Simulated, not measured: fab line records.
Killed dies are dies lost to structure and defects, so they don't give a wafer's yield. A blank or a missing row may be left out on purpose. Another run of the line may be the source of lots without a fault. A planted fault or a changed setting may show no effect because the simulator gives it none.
Which tool was responsible? | flow n5-finfet | 9 lots, 27 wafers sampled, at 6 steps of a route of 1938

== WHAT EACH GAUGE READ, for each wafer ==
N5_SDB_INSPECT_13: inspects for defects (brightfield). Usual: raw-defect-count at 68, with a standard deviation of 29.
lot  | measured    | on                | raw-defect-count | flag
L230 | day 4 11:35 | defect-inspect-01 | 86 55 60         |
L231 | day 4 16:41 | defect-inspect-02 | 54 44 106        |
L235 | day 5 19:22 | defect-inspect-02 | 44 32 55         |
L236 | day 5 23:48 | defect-inspect-01 | 77 63 63         |
L244 | day 8 00:26 | defect-inspect-02 | 98 85 86         |
L246 | day 8 12:58 | defect-inspect-02 | 69 78 84         |
L248 | day 9 01:00 | defect-inspect-02 | 117 25 125       |
L249 | day 9 08:07 | defect-inspect-01 | 84 60 97         |
L250 | day 9 17:02 | defect-inspect-02 | 53 62 113        |

N5_BEOL_M4_RC_MEAS_101. Usual: DIBL_N 36.3 mV/V, standard deviation 1.2; DIBL_P 36.1 mV/V, standard deviation 1.6; IOFF_N 0.161 nA/um, standard deviation 0.023; IOFF_P 0.209 nA/um, standard deviation 0.027; ION_N 676 uA/um, standard deviation 8.9; ION_P 462 uA/um, standard deviation 5.3; SS_N 71.5 mV/dec, standard deviation 0.51; SS_P 73.2 mV/dec, standard deviation 0.5; VT_N 249.1 mV, standard deviation 2.5; VT_P -249.9 mV, standard deviation 2.8.
lot  | measured     | on        | DIBL_N (mV/V)  | DIBL_P (mV/V)  | IOFF_N (nA/um)    | IOFF_P (nA/um)    | ION_N (uA/um) | ION_P (uA/um) | SS_N (mV/dec)  | SS_P (mV/dec)  | VT_N (mV)         | VT_P (mV)            | flag
L230 | day 8 14:11  | prober-02 | 35.7 34.9 34.4 | 34.7 33.4 33.8 | 0.146 0.125 0.125 | 0.190 0.172 0.180 | 672 666 667   | 463 457 464   | 71.5 70.9 71.1 | 72.8 72.9 72.9 | 252.3 252.6 252.0 | -249.1 -253.1 -251.7 |
L231 | day 8 17:25  | prober-02 | 35.5 34.8 36.0 | 34.7 33.8 35.1 | 0.126 0.121 0.137 | 0.169 0.164 0.182 | 658 664 672   | 450 457 459   | 70.6 69.9 70.4 | 72.4 72.7 72.3 | 250.9 252.8 252.8 | -255.3 -255.6 -254.5 |
L235 | day 9 14:19  | prober-02 | 36.9 37.7 36.9 | 34.3 35.4 34.6 | 0.153 0.170 0.166 | 0.203 0.221 0.202 | 670 667 674   | 467 462 459   | 71.5 71.7 71.5 | 73.2 72.8 72.8 | 249.4 247.7 250.3 | -248.5 -248.0 -252.3 |
L236 | day 9 20:49  | prober-01 | 33.8 35.2 34.6 | 34.7 36.6 35.9 | 0.146 0.172 0.155 | 0.179 0.209 0.190 | 678 687 675   | 463 463 458   | 72.2 71.7 71.3 | 72.4 73.4 72.8 | 247.6 244.4 248.9 | -253.7 -249.4 -251.1 |
L244 | day 12 04:41 | prober-02 | 37.3 37.7 35.5 | 39.7 39.0 36.3 | 0.196 0.200 0.151 | 0.241 0.229 0.188 | 692 687 678   | 468 466 464   | 71.8 72.1 71.4 | 73.2 74.0 73.0 | 245.1 247.1 249.1 | -249.5 -250.1 -253.0 |
L246 | day 12 14:46 | prober-01 | 36.1 35.7 36.0 | 35.0 34.4 35.0 | 0.166 0.149 0.155 | 0.211 0.200 0.201 | 678 675 680   | 459 460 468   | 71.1 71.5 71.2 | 72.2 72.8 72.9 | 248.8 249.9 250.0 | -248.8 -248.3 -248.5 |
L248 | day 12 20:45 | prober-02 | 34.3 35.8 36.0 | 35.7 36.9 37.6 | 0.117 0.135 0.138 | 0.192 0.214 0.222 | 663 666 673   | 461 463 467   | 71.9 71.0 71.6 | 72.9 73.7 73.1 | 254.1 254.6 254.9 | -252.3 -249.9 -250.0 |
L249 | day 13 06:17 | prober-01 | 35.6 36.1 36.0 | 36.5 37.8 37.2 | 0.161 0.182 0.166 | 0.215 0.238 0.222 | 666 681 677   | 461 461 462   | 71.9 71.8 72.7 | 73.0 73.9 73.7 | 249.0 246.7 248.1 | -250.2 -247.1 -251.9 |
L250 | day 13 22:22 | prober-01 | 37.1 36.0 35.0 | 36.4 35.6 34.3 | 0.166 0.143 0.132 | 0.217 0.202 0.178 | 679 674 662   | 465 463 457   | 71.8 71.9 71.6 | 73.3 73.1 73.4 | 250.1 250.6 251.1 | -246.2 -248.4 -248.6 |

== TOOL THAT RAN EACH LOT (tool first, then ch and the chambers of the sampled wafers, then the start) ==
lot  | N5_SD_ACTIVATION_RTA_00         | N5_ILD0_ALD_15                   | N5_SDB_COAT_03                   | N5_SDB_STRIP_22
L230 | rtp-anneal-02 ch 0, day 4 03:36 | ald-sin-03 ch 0,1,2, day 4 08:31 | litho-track-01 ch 0, day 4 11:10 | plasma-asher-01 ch 0,1, day 4 11:56
L231 | rtp-anneal-02 ch 0, day 4 08:47 | ald-sin-03 ch 0,1,2, day 4 13:24 | litho-track-04 ch 0, day 4 16:16 | plasma-asher-01 ch 0,1, day 4 17:27
L235 | rtp-anneal-02 ch 0, day 5 11:29 | ald-sin-02 ch 1,2,3, day 5 16:19 | litho-track-01 ch 0, day 5 18:57 | plasma-asher-02 ch 0,1, day 5 20:55
L236 | rtp-anneal-01 ch 0, day 5 16:25 | ald-sin-02 ch 0,3, day 5 20:52   | litho-track-04 ch 0, day 5 23:30 | plasma-asher-01 ch 0,1, day 6 00:27
L244 | rtp-anneal-01 ch 0, day 7 16:54 | ald-sin-02 ch 2,3, day 7 21:22   | litho-track-01 ch 0, day 8 00:01 | plasma-asher-02 ch 0,1, day 8 01:00
L246 | rtp-anneal-01 ch 0, day 8 05:28 | ald-sin-01 ch 0,2,3, day 8 09:54 | litho-track-01 ch 0, day 8 12:32 | plasma-asher-02 ch 0,1, day 8 13:19
L248 | rtp-anneal-02 ch 0, day 8 17:00 | ald-sin-03 ch 0,2,3, day 8 21:55 | litho-track-03 ch 0, day 9 00:35 | plasma-asher-01 ch 0,1, day 9 01:46
L249 | rtp-anneal-01 ch 0, day 9 00:43 | ald-sin-01 ch 1,3, day 9 05:11   | litho-track-03 ch 0, day 9 07:49 | plasma-asher-02 ch 0,1, day 9 09:33
L250 | rtp-anneal-01 ch 0, day 9 08:20 | ald-sin-02 ch 0,2,3, day 9 13:57 | litho-track-04 ch 0, day 9 16:37 | plasma-asher-02 ch 0,1, day 9 17:49
- N5_SD_ACTIVATION_RTA_00: time 0 s.
- N5_ILD0_ALD_15: deposits SiNx, target thk 24 nm, pulse time 1 s, ald cycles 480.
- N5_SDB_COAT_03: time 60 s, resist thk 100 nm.
- N5_SDB_STRIP_22: strips in N2/H2.

== AS READ BY THE TOOLS THEMSELVES (means over the sampled wafers that have a number; for cases with no such wafer, the mark the record gives instead) ==
N5_SD_ACTIVATION_RTA_00. Usual: lamp-power-pct 8.95 %, standard deviation 0.051; lamp_zone_1_pct 8.955 %, standard deviation 0.026; lamp_zone_2_pct 8.954 %, standard deviation 0.026; lamp_zone_5_pct 8.949 %, standard deviation 0.025; wafer_temp_C_max 975.0, standard deviation 2.
lot  | tool          | lamp-power-pct (%) | lamp_zone_1_pct (%) | lamp_zone_2_pct (%) | lamp_zone_5_pct (%) | wafer_temp_C_max | flag
L230 | rtp-anneal-02 | 8.95               | 8.955               | 8.923               | 8.935               | 974.4            |
L231 | rtp-anneal-02 | 8.92               | 8.970               | 8.965               | 8.953               | 973.4            |
L235 | rtp-anneal-02 | 8.94               | 8.960               | 8.966               | 8.959               | 974.3            |
L236 | rtp-anneal-01 | 8.97               | 8.984               | 8.962               | 8.936               | 975.9            |
L244 | rtp-anneal-01 | 8.96               | 8.958               | 8.947               | 8.958               | 974.5            |
L246 | rtp-anneal-01 | 9.00               | 8.941               | 8.949               | 8.941               | 974.2            |
L248 | rtp-anneal-02 | 8.95               | 8.985               | 8.943               | 8.932               | 973.2            |
L249 | rtp-anneal-01 | 8.94               | 8.958               | 8.936               | 8.953               | 974.6            |
L250 | rtp-anneal-01 | 8.96               | 8.961               | 8.963               | 8.955               | 977.3            |

N5_ILD0_ALD_15. Usual: chamber-pressure-Torr 2.000 Torr, standard deviation 0.0042; heater-power-outer-w 515 W, standard deviation 54; heater-power-w 842 W, standard deviation 71; precursor-pulse-height-rel 1.000, standard deviation 0.021.
lot  | tool       | chamber-pressure-Torr (Torr) | heater-power-outer-w (W) | heater-power-w (W) | precursor-pulse-height-rel | flag
L230 | ald-sin-03 | 2.001                        | 518                      | 821                | 1.002                      |
L231 | ald-sin-03 | 2.004                        | 515                      | 822                | 0.992                      |
L235 | ald-sin-02 | 2.001                        | 491                      | 825                | 1.007                      |
L236 | ald-sin-02 | 1.997                        | 491                      | 830                | 1.015                      |
L244 | ald-sin-02 | 2.004                        | 506                      | 826                | 0.996                      |
L246 | ald-sin-01 | 2.002                        | 488                      | 818                | 0.994                      |
L248 | ald-sin-03 | 2.001                        | 528                      | 896                | 0.987                      |
L249 | ald-sin-01 | 2.003                        | 500                      | 780                | 0.995                      |
L250 | ald-sin-02 | 1.999                        | 498                      | 808                | 1.000                      |

N5_SDB_COAT_03. Usual: chill-plate-temp-C 22.98 C, standard deviation 0.12; spin-speed-rpm 1500.0 rpm, standard deviation 0.97.
lot  | tool           | chill-plate-temp-C (C) | spin-speed-rpm (rpm) | flag
L230 | litho-track-01 | 23.06                  | 1499.6               |
L231 | litho-track-04 | 22.91                  | 1499.9               |
L235 | litho-track-01 | 23.02                  | 1500.4               |
L236 | litho-track-04 | 22.99                  | 1499.7               |
L244 | litho-track-01 | 22.93                  | 1763.1               | OFF
L246 | litho-track-01 | 23.06                  | 1762.9               | OFF
L248 | litho-track-03 | 23.10                  | 1499.7               |
L249 | litho-track-03 | 22.99                  | 1500.3               |
L250 | litho-track-04 | 22.94                  | 1501.0               |

N5_SDB_STRIP_22. Usual: drypump-motor-current-A 6.2 A, standard deviation 0.3; heater-power-w 317 W, standard deviation 18; oes-product-au 0.714 a.u., standard deviation 0.0046; strip-time-to-endpoint-s 96.4 s, standard deviation 0.32.
lot  | tool            | drypump-motor-current-A (A) | heater-power-w (W) | oes-product-au (a.u.) | strip-time-to-endpoint-s (s) | flag
L230 | plasma-asher-01 | 5.8                         | 298                | 0.714                 | 97.0                         |
L231 | plasma-asher-01 | 5.8                         | 301                | 0.716                 | 96.3                         |
L235 | plasma-asher-02 | 6.4                         | 331                | 0.713                 | 96.5                         |
L236 | plasma-asher-01 | 5.8                         | 305                | 0.707                 | 96.0                         |
L244 | plasma-asher-02 | 6.5                         | 328                | 0.707                 | 89.0                         | OFF
L246 | plasma-asher-02 | 6.4                         | 329                | 0.710                 | 89.0                         | OFF
L248 | plasma-asher-01 | 5.8                         | 310                | 0.717                 | 95.9                         |
L249 | plasma-asher-02 | 6.5                         | 330                | 0.717                 | 96.6                         |
L250 | plasma-asher-02 | 6.5                         | 323                | 0.713                 | 96.4                         |

== THE ANSWER, worked out from the rows above alone ==
Rule: take the mean of a lot's wafers that have a number; if it is more than 3 standard deviations from the usual mean, the lot is off. Also off: a lot with no number at a reading for which 4 or more lots have one. The other lots that the step has rows for count as sound. After the gauges, taken in route order, come the tools' own readings; for these a lot's mean is taken, as printed above. At the first step where some lot is off, the reading lying furthest off is the one used; lots without a number count as furthest.
Off at N5_SDB_COAT_03 (spin-speed-rpm): L244, L246.
If a tool, at that step or one of the process steps before it, ran each lot that is off and ran no sound lot following the first of them, it fits. One candidate fits, namely litho-track-01 at N5_SDB_COAT_03. Its last sound lot is L235 (day 5 18:57), its first lot that is off L244 (day 8 00:01): a fault that began between those two fits.
The tool's own readings at N5_SDB_COAT_03 bear it out: on the lots that are off they differ by more than 5 times the standard deviation of the sound lots' means. spin-speed-rpm reads 1763.0 rpm there against 1500.1 rpm on the sound lots.

== WHAT WAS PUT IN BY THE SIMULATOR ==
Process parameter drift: litho-track-01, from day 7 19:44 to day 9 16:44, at N5_SDB_COAT_03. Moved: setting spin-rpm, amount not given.
Struck lots among those shown: L244, L246. The rule given above showed the same thing.
